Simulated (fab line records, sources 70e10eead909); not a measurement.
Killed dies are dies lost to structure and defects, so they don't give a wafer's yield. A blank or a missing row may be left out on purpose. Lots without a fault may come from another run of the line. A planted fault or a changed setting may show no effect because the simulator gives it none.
fab line records | flow nand_harc
record lots=7 wafers=21 last_day=24
route steps=1159 shown P_CONTACT@217 END@1159
lots that met no fault: from a run of the same line without faults
start_h: hours from the record's first day to the start of the lot's first wafer shown | wait_h: hours since the lot's step before | " the same as in the row above | L1.1+2: a row that stands for several wafers | - no value, or no start given | * or withheld: withheld | < > ~ a bound
route shown NAME@n: a module of which the file shows steps, and the number in the route of the first | usual: mean/standard deviation of fault-free wafers | same: alike in all rows | chamber/n: place in a boat | sites: the reading at each site | _std_site: their standard deviation | _edge_site: outer sites' mean less inner sites' | radius_mm: how far each site lies from the wafer's centre | mask NAME#n: copy n | behind: the tool/chamber that last shaped the wafer | hold: why the lot was held/for how many hours/how that ended | device: the transistor (n, p or np) that didn't switch | end of line: the same wafers' tests at the end of the route | a step without rows: its recipe alone | killed: dies lost to structure and defects at the first sort, not the wafer's yield | map: a wafer's dies, x killed, . not, _ none there
set.NAME: the setting as run; set.NAME@STEP: as run at that earlier step | model.NAME: the simulator's own value behind a step, which no gauge read
lots at some steps of the route; a table a step, a row a wafer
services: from which hour (start_h, from the record's first day; less than 0 if before it) a tool's chamber was out of use, for how many hours, and why
## steps
# step NHARC_P_CONTACT_DEP_30
# recipe target_thk_a=300 temp_c=400 target_thk_nm=30 flow_sccm=200 rf_w=450 material=SiNx
# usual heater_power_w=637/65
# columns lot.wafer tool chamber start_h wait_h heater_power_w
L748.1 pecvd-01 1 156.45 0.1 622
L748.6 " 1 " " 624
L748.4 " 2 " " 571
L750.3 pecvd-03 0 169.01 0.1 638
L750.5 " 1 " " 745
L750.6 " 0 " " 639
L752.3 pecvd-01 0 187.69 0.1 705
L752.1 " 1 " " 639
L752.6 " 2 " " 585
L754.2 pecvd-01 0 196.83 0.1 713
L754.6 " 1 " " 753
L754.5 " 2 " " 626
L755.2 pecvd-02 0 197.36 0.1 653
L755.5 " 2 " " 589
L755.4 " 0 " " 665
L757.2 pecvd-01 1 209.92 0.1 715
L757.1 " 2 " " 627
L757.5 " 0 " " 737
L762.3 pecvd-03 0 242.47 0.2 517
L762.2 " 1 " " 755
L762.5 " 0 " " 531
# step NHARC_P_CONTACT_DEP_00
# recipe target_thk_a=5000 temp_c=400 pressure_torr=6.5 rf_w=900 teos_flow_sccm=161.4 flow_sccm=2650 target_thk_nm=500 gas=O2 material=SiO2
# usual chamber_pressure_Torr=6.499/0.014 heater_power_w=476/69 mfc_precursor_sccm=161.5/0.47 throttle_valve_pct=16.0/0.75
# columns lot.wafer tool chamber start_h wait_h chamber_pressure_Torr heater_power_w mfc_precursor_sccm throttle_valve_pct
L748.1 pecvd-01 1 - - 6.500 579 160.5 15.6
L748.6 " 1 " " 6.495 600 161.2 15.7
L748.4 " 2 " " 6.502 371 161.2 16.4
L750.3 pecvd-03 0 - - 6.511 373 162.2 16.1
L750.5 " 1 " " 6.497 449 161.1 17.9
L750.6 " 0 " " 6.507 398 162.2 16.1
L752.3 pecvd-01 0 - - 6.470 523 161.0 14.8
L752.1 " 1 " " 6.487 630 161.5 15.8
L752.6 " 2 " " 6.513 385 161.6 16.4
L754.2 pecvd-01 1 - - 6.505 578 161.2 15.9
L754.5 " 1 " " 6.506 594 161.8 15.8
L754.6 " 2 " " 6.506 502 161.3 16.5
L755.2 pecvd-02 0 - - 6.510 455 161.4 16.9
L755.5 " 2 " " 6.485 382 161.7 15.8
L755.4 " 0 " " 6.497 483 161.5 17.0
L757.2 pecvd-01 1 - - 6.495 552 162.6 15.8
L757.1 " 2 " " 6.495 388 161.5 16.1
L757.5 " 0 " " 6.504 444 161.0 14.8
L762.3 pecvd-03 0 - - 6.484 478 161.1 16.0
L762.2 " 1 " " 6.493 543 161.5 17.6
L762.5 " 0 " " 6.471 490 161.4 16.3
# step NHARC_P_CONTACT_CMP_01
# recipe target_thk_nm=200 material=SiO2
# usual motor_current_A=12.3/1.4
# columns lot.wafer tool chamber start_h wait_h motor_current_A
L748.1 cmp-02 1 157.19 - 12.6
L748.4 " 2 " " 14.6
L748.6 " 1 " " 12.1
L750.3 cmp-01 3 169.66 - 11.7
L750.5 " 2 " " 10.4
L750.6 " 3 " " 12.1
L752.3 cmp-02 1 188.41 - 12.2
L752.1 " 0 " " 9.8
L752.6 " 1 " " 12.2
L754.2 cmp-03 2 197.72 - 13.6
L754.6 " 0 " " 13.1
L754.5 " 1 " " 13.6
L755.2 cmp-01 1 198.03 - 12.4
L755.4 " 2 " " 10.3
L755.5 " 2 " " 9.9
L757.2 cmp-01 1 210.68 - 11.7
L757.1 " 2 " " 10.3
L757.5 " 0 " " 13.6
L762.3 cmp-01 2 243.14 - 11.2
L762.2 " 1 " " 12.0
L762.5 " 3 " " 10.9
# step NHARC_P_CONTACT_SRD_03
# step NHARC_P_CONTACT_DEHYDRATE_04
# recipe temp_c=150 time_s=120
# step NHARC_P_CONTACT_HMDS_05
# recipe time_s=30
# step NHARC_P_CONTACT_COAT_33
# recipe temp_c=260 time_s=75
# step NHARC_P_CONTACT_COAT_34
# recipe temp_c=225 time_s=65
# step NHARC_P_CONTACT_COAT_06
# recipe spin_rpm=1500 resist_thk_nm=90
# step NHARC_P_CONTACT_SOFTBAKE_07
# recipe temp_c=105 time_s=55
# step NHARC_P_CONTACT_EBR_08
# step NHARC_P_CONTACT_EXPOSE_09
# recipe na=1.35 target_cd_nm=90 dose_mj=81.26 mask_id=P_CA
# usual exposure_dose_mJ_cm2=81.21/0.081
# columns lot.wafer tool chamber start_h wait_h mask exposure_dose_mJ_cm2
L748.1 arfi_scanner-03 0 157.85 - P_CA#0 81.24
L748.4 " 0 " " P_CA#0 81.17
L748.6 " 0 " " P_CA#0 81.15
L750.3 arfi_scanner-02 0 170.35 - P_CA#0 81.20
L750.5 " 0 " " P_CA#0 81.23
L750.6 " 0 " " P_CA#0 81.44
L752.1 arfi_scanner-01 0 189.09 - P_CA#0 81.21
L752.3 " 0 " " P_CA#0 81.24
L752.6 " 0 " " P_CA#0 81.06
L754.2 arfi_scanner-02 0 198.24 - P_CA#0 82.82
L754.5 " 0 " " P_CA#0 82.86
L754.6 " 0 " " P_CA#0 82.97
L755.2 arfi_scanner-02 0 198.60 - P_CA#0 82.52
L755.4 " 0 " " P_CA#0 82.67
L755.5 " 0 " " P_CA#0 82.54
L757.1 arfi_scanner-02 0 211.33 - P_CA#0 82.38
L757.2 " 0 " " P_CA#0 82.30
L757.5 " 0 " " P_CA#0 82.23
L762.2 arfi_scanner-01 0 243.70 - P_CA#0 81.18
L762.3 " 0 " " P_CA#0 81.18
L762.5 " 0 " " P_CA#0 81.09
# step NHARC_P_CONTACT_PEB_10
# recipe peb_temp_c=100 peb_time_s=65
# step NHARC_P_CONTACT_DEVELOP_11
# recipe develop_time_s=35 dev_temp_c=23
# step NHARC_P_CONTACT_CD_MEAS_12
# recipe target_cd_nm=90 landing_energy_ev=500
# usual cd_nm=90.1/0.63
# same landing_energy_ev=500
# columns lot.wafer tool chamber start_h wait_h cd_nm
L748.1 cd_sem-02 0 157.99 - 90.1
L748.4 " 0 " " 90.7
L748.6 " 0 " " 90.7
L750.3 cd_sem-02 0 170.48 - 90.4
L750.5 " 0 " " 88.9
L750.6 " 0 " " 89.1
L752.1 cd_sem-03 0 189.24 - 90.0
L752.3 " 0 " " 91.3
L752.6 " 0 " " 90.8
L754.2 cd_sem-02 0 198.37 - 91.3
L754.5 " 0 " " 91.5
L754.6 " 0 " " 91.5
L755.2 cd_sem-02 0 198.74 - 91.6
L755.4 " 0 " " 92.0
L755.5 " 0 " " 91.7
L757.1 cd_sem-02 0 211.47 - 91.5
L757.2 " 0 " " 90.4
L757.5 " 0 " " 91.8
L762.2 cd_sem-01 0 243.84 - 90.3
L762.3 " 0 " " 90.6
L762.5 " 0 " " 90.1
# step NHARC_P_CONTACT_OVL_MEAS_13
# usual overlay_x_nm=0.2/0.86 overlay_y_nm=-0.2/0.8
# columns lot.wafer tool chamber start_h wait_h overlay_x_nm overlay_y_nm
L748.1 overlay-01 - 158.08 - 0.6 0.3
L748.4 " - " " 0.8 0.3
L748.6 " - " " 1.1 0.3
L750.3 overlay-02 - 170.58 - -0.7 0.0
L750.5 " - " " 0.0 0.0
L750.6 " - " " -0.3 0.4
L752.1 overlay-02 - 189.33 - 0.2 -0.4
L752.3 " - " " -0.4 -0.7
L752.6 " - " " -0.5 -0.2
L754.2 overlay-02 - 198.46 - -0.7 0.0
L754.5 " - " " -1.1 0.0
L754.6 " - " " -0.9 -0.1
L755.2 overlay-02 - 198.82 - 0.2 0.7
L755.4 " - " " 0.8 1.0
L755.5 " - " " 0.8 1.1
L757.1 overlay-02 - 211.56 - 0.1 0.6
L757.2 " - " " -0.5 0.4
L757.5 " - " " -0.2 0.7
L762.2 overlay-01 - 243.93 - 1.1 -1.6
L762.3 " - " " 0.9 -1.7
L762.5 " - " " 0.9 -1.8
# step NHARC_P_CONTACT_INSPECT_14
# usual raw_defect_count=4.0/2.4
# columns lot.wafer tool chamber start_h wait_h raw_defect_count
L748.1 defect_inspect-01 - 158.12 0.0 4
L748.4 " - " " 5
L748.6 " - " " 1
L750.3 defect_inspect-02 - 170.62 0.0 1
L750.5 " - " " 9
L750.6 " - " " 2
L752.1 defect_inspect-01 - 189.36 0.0 2
L752.3 " - " " 3
L752.6 " - " " 1
L754.2 defect_inspect-02 - 198.50 0.0 2
L754.5 " - " " 5
L754.6 " - " " 4
L755.2 defect_inspect-02 - 198.86 0.0 7
L755.4 " - " " 5
L755.5 " - " " 3
L757.1 defect_inspect-02 - 211.60 0.0 4
L757.2 " - " " 5
L757.5 " - " " 6
L762.2 defect_inspect-02 - 243.96 0.0 4
L762.3 " - " " 2
L762.5 " - " " 4
# step NHARC_P_CONTACT_DESCUM_17
# recipe time_s=3 o2_flow_sccm=200 ar_flow_sccm=0 bias_power_w=0 chemistry=O2
# usual drypump_motor_current_A=5.8/0.37 mfc_ar_sccm=0.005/0.011 oes_product_au=0.993/0.0096 rf_vpp_V=57.6/0.9 showerhead_plenum_p_Torr=1.91/0.096 throttle_valve_pct=11.311/0.009
# columns lot.wafer tool chamber start_h wait_h drypump_motor_current_A mfc_ar_sccm oes_product_au rf_hours_counter_h rf_vpp_V showerhead_plenum_p_Torr throttle_valve_pct model.P_CONTACT.cd_nm
L748.1 rie_diel-06 3 158.20 0.1 6.5 0.000 0.995 9 57.1 1.80 11.316 89.25
L748.4 " 0 " " 5.7 0 0.983 9 57.9 1.92 11.302 91.37
L748.6 " 2 " " 6.2 0 0.990 - 57.9 2.02 11.305 91.39
L750.3 rie_diel-06 2 170.70 0.1 6.2 0 0.990 11 57.7 2.02 11.302 90.73
L750.5 " 3 " " 6.5 0.000 0.981 - 58.1 1.80 11.300 88.81
L750.6 " 0 " " 5.7 0 0.990 - 58.1 1.92 11.302 89.63
L752.3 rie_diel-06 2 189.44 0.1 6.2 0 0.995 13 59.1 2.02 11.306 91.38
L752.1 " 3 " " 6.5 0.000 0.979 12 57.8 1.80 11.311 89.92
L752.6 " 0 " " 5.7 0 0.982 - 56.5 1.91 11.310 90.43
L754.2 rie_diel-07 2 198.56 0.1 5.8 0.002 1.003 15 56.8 1.79 11.309 91.06
L754.6 " 1 " " 5.7 0.037 0.970 - 56.8 1.85 11.310 92.18
L754.5 " 2 " " 5.8 0.002 0.998 - 58.3 1.79 11.306 91.8
L755.4 rie_diel-06 1 198.93 0.1 5.6 0 0.984 14 56.1 2.03 11.308 92.2
L755.2 " 2 " " 6.2 0 0.986 14 57.5 2.02 11.319 92.22
L755.5 " 0 " " 5.7 0 0.986 - 59.4 1.91 11.306 92.52
L757.1 rie_diel-06 1 211.66 0.1 5.6 0 0.993 16 58.0 2.03 11.311 91.18
L757.2 " 0 " " 5.7 0 0.982 15 57.5 1.91 11.299 90.81
L757.5 " 2 " " 6.2 0 0.989 - 58.8 2.02 11.303 92.11
L762.2 rie_diel-07 3 244.02 0.1 5.6 0 1.005 1 57.1 2.03 11.321 89.82
L762.3 " 1 " " 5.7 0.037 0.985 1 57.2 1.85 11.304 91.33
L762.5 " 0 " " 6.0 0.008 1.006 - 56.7 1.83 11.313 89.53
# step NHARC_P_CONTACT_ETCH_35
# recipe target_depth_a=390 over_etch_frac=0.3 time_s=65 ion_energy_ev=80 cf4_flow_sccm=150 ar_flow_sccm=0 rf_w=300 bias_w=100 chemistry=CF4
# usual drypump_motor_current_A=5.9/0.37 mfc_ar_sccm=0.005/0.011 oes_product_au=0.994/0.01 rf_vpp_V=151.2/1.4 showerhead_plenum_p_Torr=1.77/0.084 throttle_valve_pct=13.284/0.0088
# columns lot.wafer tool chamber start_h wait_h drypump_motor_current_A mfc_ar_sccm oes_product_au rf_hours_counter_h rf_vpp_V showerhead_plenum_p_Torr throttle_valve_pct model.P_CONTACT.cd_nm
L748.1 rie_diel-06 1 158.28 0.1 5.6 0 0.990 9 152.4 1.87 13.276 89.93
L748.4 " 2 " " 6.2 0 0.998 10 153.0 1.86 13.280 91.34
L748.6 " 1 " " 5.6 0 0.999 - 151.8 1.87 13.283 92.18
L750.3 rie_diel-06 0 171.25 0.5 5.7 0 0.996 10 151.8 1.77 13.283 90.69
L750.5 " 1 " " 5.6 0 0.991 - 153.2 1.87 13.277 89.56
L750.6 " 2 " " 6.2 0 0.993 - 152.5 1.86 13.278 89.39
L752.1 rie_diel-06 0 189.51 0.1 5.7 0 0.974 12 151.0 1.77 13.274 89.8
L752.3 " 3 " " 6.5 0.000 0.980 12 150.0 1.67 13.296 91.28
L752.6 " 1 " " 5.6 0 0.991 - 153.3 1.87 13.288 90.73
L754.2 rie_diel-07 2 198.65 0.1 5.8 0.002 1.010 15 150.5 1.66 13.290 91.09
L754.5 " 0 " " 6.0 0.008 1.003 - 149.9 1.70 13.272 91.76
L754.6 " 1 " " 5.7 0.037 0.981 - 150.7 1.72 13.278 91.93
L755.2 rie_diel-06 0 199.01 0.1 5.7 0 0.980 13 152.0 1.77 13.287 92.22
L755.4 " 1 " " 5.6 0 0.990 14 151.8 1.87 13.282 92.89
L755.5 " 3 " " 6.5 0.000 0.973 - 149.1 1.67 13.291 92.61
L757.1 rie_diel-06 1 211.74 0.1 5.6 0 0.993 16 153.5 1.87 13.284 91.77
L757.2 " 3 " " 6.4 0.000 0.970 15 150.3 1.67 13.261 90.99
L757.5 " 2 " " 6.2 0 0.992 - 152.0 1.86 13.286 92.01
L762.3 rie_diel-07 0 244.11 0.1 5.9 0.008 0.993 1 150.8 1.70 13.291 91.11
L762.2 " 3 " " 5.6 0 1.004 1 151.7 1.87 13.289 89.76
L762.5 " 0 " " 5.9 0.008 0.994 - 148.9 1.70 13.280 89.22
# step NHARC_P_CONTACT_ETCH_36
# recipe target_depth_a=2600 over_etch_frac=0.25 time_s=406.25 ion_energy_ev=200 n2_flow_sccm=150 h2_flow_sccm=150 ar_flow_sccm=0 rf_w=400 bias_w=150 chemistry=N2/H2
# usual drypump_motor_current_A=5.9/0.38 mfc_ar_sccm=0.005/0.011 oes_product_au=0.992/0.011 rf_vpp_V=430.3/3 showerhead_plenum_p_Torr=2.03/0.1 throttle_valve_pct=14.171/0.0092
# columns lot.wafer tool chamber start_h wait_h drypump_motor_current_A mfc_ar_sccm oes_product_au rf_hours_counter_h rf_vpp_V showerhead_plenum_p_Torr throttle_valve_pct
L748.1 rie_diel-06 2 - - 6.2 0 0.987 10 434.8 2.15 14.169
L748.4 " 3 " " 6.5 0.000 0.974 9 427.0 1.92 14.174
L748.6 " 0 " " 5.7 0 0.973 - 430.0 2.04 14.166
L750.3 rie_diel-06 1 - - 5.6 0 1.000 11 435.2 2.17 14.174
L750.6 " 1 " " 5.6 0 0.992 - 433.2 2.17 14.155
L750.5 " 2 " " 6.2 0 0.991 - 433.4 2.15 14.181
L752.3 rie_diel-06 3 - - 6.5 0.000 0.973 12 427.5 1.92 14.183
L752.1 " 0 " " 5.7 0 0.986 12 430.8 2.04 14.175
L752.6 " 2 " " 6.2 0 0.994 - 434.3 2.15 14.168
L754.2 rie_diel-07 3 - - 5.6 0 0.992 15 433.6 2.17 14.178
L754.5 " 1 " " 5.7 0.037 0.976 - 428.1 1.97 14.178
L754.6 " 2 " " 5.8 0.002 1.001 - 425.5 1.90 14.170
L755.2 rie_diel-06 0 - - 5.7 0 0.978 13 431.5 2.04 14.178
L755.4 " 1 " " 5.6 0 0.998 14 434.7 2.17 14.181
L755.5 " 3 " " 6.5 0.000 0.973 - 426.2 1.92 14.157
L757.1 rie_diel-06 3 - - 6.5 0.000 0.978 15 427.5 1.92 14.168
L757.2 " 2 " " 6.2 0 0.999 16 434.3 2.15 14.167
L757.5 " 3 " " 6.5 0.000 0.971 - 426.9 1.91 14.180
L762.2 rie_diel-07 3 - - 5.6 0 1.004 1 434.1 2.17 14.178
L762.3 " 1 " " 5.8 0.037 0.989 1 428.6 1.97 14.170
L762.5 " 2 " " 5.8 0.002 0.990 - 426.5 1.90 14.176
# step NHARC_END_SORT_01
# recipe temp_c=25
# usual killed_at_array=27/11 killed_at_other=0.7/1.1 killed_at_periphery=3.4/2.1 killed_dies=31/12 killed_open=3.6/2 killed_short=2.0/1.3
# same gross_dies=677
# columns lot.wafer tool chamber start_h wait_h killed_at_array killed_at_other killed_at_periphery killed_dies killed_open killed_short
L750.3 prober-01 0 499.99 3.1 35 0 0 35 1 0
L750.5 prober-01 0 501.60 3.7 36 1 3 40 4 4
L750.6 prober-01 0 502.40 4.0 35 0 2 37 2 2
L757.1 prober-02 0 532.62 2.5 14 1 0 15 3 2
L757.2 prober-02 0 533.41 2.8 16 1 5 22 5 3
L757.5 prober-02 0 535.80 3.7 15 0 5 20 6 3
L754.2 prober-01 0 533.42 2.8 18 3 3 24 2 1
L755.2 prober-02 0 541.18 2.8 38 1 8 47 3 1
# killed by level:class
L750.3 A_CHANNEL_HOLE_D1:chamber_film_flake=22 A_STAIRCASE:chamber_film_flake=8 A_M0:geometric_particle:open=1 A_ZERO_WELL:chamber_film_flake=1 A_SGD_CUT:chamber_film_flake=1 A_WL_FILL:chamber_film_flake=1 A_CONTACT:chamber_film_flake=1
L750.5 A_CHANNEL_HOLE_D1:chamber_film_flake=18 A_STAIRCASE:chamber_film_flake=8 A_CONTACT:chamber_film_flake=3 P_GATE:geometric_particle:open=1 P_M0:geometric_particle:open=1 A_CHANNEL_HOLE_D1:geometric_particle:short=1 A_CHANNEL_HOLE_D1:geometric_particle:open=1 A_CHANNEL_FILL_D1:geometric_particle:short=1
L750.6 A_CHANNEL_HOLE_D1:chamber_film_flake=23 A_WL_FILL:chamber_film_flake=4 A_STAIRCASE:chamber_film_flake=3 A_CONTACT:chamber_film_flake=2 P_CONTACT:geometric_particle:open=1 A_CHANNEL_FILL_D1:geometric_particle:short=1 A_SGD_CUT:geometric_particle:short=1 A_M1:geometric_particle:open=1
L757.1 A_SLIT:chamber_film_flake=8 A_BLC:geometric_particle:open=2 A_CHANNEL_HOLE_D1:chamber_film_flake=2 A_CHANNEL_FILL_D1:geometric_particle:short=1 A_M0:geometric_particle:short=1 STARTING-WAFER:geometric_particle:open=1
L757.2 A_SLIT:chamber_film_flake=8 P_CONTACT:geometric_particle:open=2 A_CHANNEL_HOLE_D1:chamber_film_flake=2 A_CONTACT:chamber_film_flake=2 P_GATE:geometric_particle:short=1 A_CHANNEL_FILL_D1:geometric_particle:short=1 A_WL_FILL:geometric_particle:short=1 A_BLC:geometric_particle:open=1
L754.2 A_SLIT:chamber_film_flake=7 A_CHANNEL_HOLE_D1:chamber_film_flake=6 A_CONTACT:chamber_film_flake=3 THIN_TSV:chamber_film_flake=3 P_CONTACT:geometric_particle:short=1 P_M0:geometric_particle:open=1 A_M0:geometric_particle:open=1 P_GATE:chamber_film_flake=1
L757.5 A_SLIT:chamber_film_flake=4 A_CHANNEL_HOLE_D1:chamber_film_flake=3 A_CONTACT:geometric_particle:short=2 P_STI:chamber_film_flake=2 P_CONTACT:geometric_particle:open=1 P_M0:geometric_particle:open=1 A_SOURCE_PLATE:geometric_particle:open=1 A_CHANNEL_FILL_D1:geometric_particle:short=1
L755.2 A_CHANNEL_HOLE_D1:chamber_film_flake=32 P_ZERO_WELL:chamber_film_flake=6 A_CONTACT:chamber_film_flake=2 P_CONTACT:geometric_particle:open=1 A_ONON_D1:geometric_particle:open=1 A_SGD_CUT:geometric_particle:short=1 A_BLC:geometric_particle:open=1 P_GATE:chamber_film_flake=1
## services
# columns tool chamber start_h hours kind
arfi_scanner-03 - 140.00 4.0 pm
rie_diel-06 0 146.70 - clean
rie_diel-06 1 146.70 - clean
rie_diel-06 2 146.70 - clean
rie_diel-06 3 146.70 - clean
pecvd-02 - 153.15 13.0 pm
cmp-01 - 153.89 2.1 repair
cmp-03 - 156.02 4.0 pm
pecvd-03 - 156.91 0.2 repair
rie_diel-06 0 179.01 1.9 repair
cmp-01 - 179.50 4.0 pm
arfi_scanner-01 - 196.00 4.0 pm
pecvd-01 0 197.05 7.9 repair
cmp-02 - 198.66 11.7 repair
rie_diel-07 2 203.94 2.2 repair
cmp-01 - 216.63 1.2 repair
cmp-03 - 219.37 0.3 repair
cmp-02 - 226.56 4.0 pm
rie_diel-07 - 228.23 9.0 pm
cmp-01 - 237.03 0.5 repair
pecvd-01 - 237.19 13.0 pm
arfi_scanner-03 - 238.70 1.7 repair
arfi_scanner-02 - 240.16 1.7 repair
rie_diel-06 - 241.20 9.0 pm
## key
first_sign step=NHARC_P_CONTACT_EXPOSE_09 reading=exposure_dose_mJ_cm2 direction=up sigmas=17 usual=81.21 struck=82.59
effect step=NHARC_P_CONTACT_CD_MEAS_12 reading=cd_nm direction=up sigmas=2.1 usual=90.1 struck=91.5 wafers_moved=3 through=control_loop
model_effect step=NHARC_P_CONTACT_DESCUM_17 value=P_CONTACT.cd_nm without=90.72 struck=91.79
model_effect step=NHARC_P_CONTACT_ETCH_35 value=P_CONTACT.cd_nm without=90.86 struck=91.92
met_at NHARC_P_CONTACT_EXPOSE_09
struck_wafers L754.2,L754.5,L754.6,L755.2,L755.4,L755.5,L757.1,L757.2,L757.5
tester_left_out L754,L755,L757
loop_trim step=NHARC_P_CONTACT_EXPOSE_09 setting=dose lots=L755,L757
onset_between 170.35 198.24
fault kind=process_parameter_drift tool=arfi_scanner-02 chamber=- onset_h=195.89 steps=NHARC_P_CONTACT_EXPOSE_09 channel=dose_mj offset=1.7321 shape=step acts_in=these_recipes_only stated=81.26
# tester_left_out: of these lots the tester's yield and bins aren't shown, on N5 and GAA mostly nor the transistor test; their killed dies are dies lost to structure and defects alone, not to doping, threshold or leakage, so they don't give the yield
# loop_trim: a control loop set the setting to another value than it would have without faults
